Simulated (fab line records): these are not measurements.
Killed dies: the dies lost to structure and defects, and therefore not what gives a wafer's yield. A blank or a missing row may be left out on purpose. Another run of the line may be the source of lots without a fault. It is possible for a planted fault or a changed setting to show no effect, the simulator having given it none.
Matching of chambers | flow n5 finfet | cvd co-01 running N5_BEOL_M3_PRE_CLEAN_60: 3 sister chambers
The step time 15 s. 24 wafers are shown with their chamber, then 12 later ones without.

WAFERS PAIRED WITH THEIR CHAMBERS
wafer  | chamber | heater power w (W)
L074.3 | 0       | 98
L074.4 | 1       | 69
L074.6 | 0       | 103
L077.2 | 1       | 67
L077.5 | 2       | 100
L077.6 | 1       | 69
L078.1 | 2       | 105
L078.4 | 2       | 103
L078.5 | 1       | 69
L079.3 | 2       | 104
L079.4 | 1       | 69
L079.6 | 2       | 108
L081.2 | 1       | 70
L081.3 | 2       | 107
L081.5 | 1       | 68
L086.2 | 0       | 105
L086.5 | 1       | 68
L086.6 | 2       | 105
L088.1 | 1       | 69
L088.2 | 2       | 102
L088.3 | 0       | 102
L087.2 | 1       | 70
L087.3 | 2       | 102
L087.6 | 1       | 71

SIGNATURES (means of the wafers above)
reading        | chamber 0 | chamber 1 | chamber 2 | scatter within a chamber
heater power w | 102.00    | 69.00     | 104.00    | 2.07
Rule: for each reading, subtract the chamber's mean from the wafer's reading, divide by that reading's scatter and square the result; add these up over the readings and take the root, which gives the wafer's distance from the chamber. If the next closest chamber is less than 2 further off than the closest, the wafer can't be placed; otherwise it belongs to the closest. The scatter is the square root of a quotient: the sum, over the shown wafers, of each reading's squared deviation from its chamber's mean, divided by wafers minus chambers.

WAFERS WITHOUT THEIR CHAMBER
wafer  | heater power w (W)
L090.1 | 106
L090.3 | 106
L090.5 | 68
L093.1 | 108
L093.5 | 104
L093.6 | 69
L097.2 | 102
L097.4 | 71
L097.5 | 105
L096.4 | 107
L096.5 | 110
L096.6 | 68

WHICH CHAMBER EACH WENT THROUGH
wafer  | from the rows above     | in truth
L090.1 | can't be placed: 2 or 0 | 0
L090.3 | can't be placed: 2 or 0 | 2
L090.5 | 1                       | 1
L093.1 | can't be placed: 2 or 0 | 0
L093.5 | can't be placed: 2 or 0 | 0
L093.6 | 1                       | 1
L097.2 | can't be placed: 0 or 2 | 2
L097.4 | 1                       | 1
L097.5 | can't be placed: 2 or 0 | 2
L096.4 | can't be placed: 2 or 0 | 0
L096.5 | can't be placed: 2 or 0 | 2
L096.6 | 1                       | 1
4 of 12 placed correctly. Can't be placed from these rows: 8 (the true chamber is among the candidates in 8). Wrongly placed: 0.
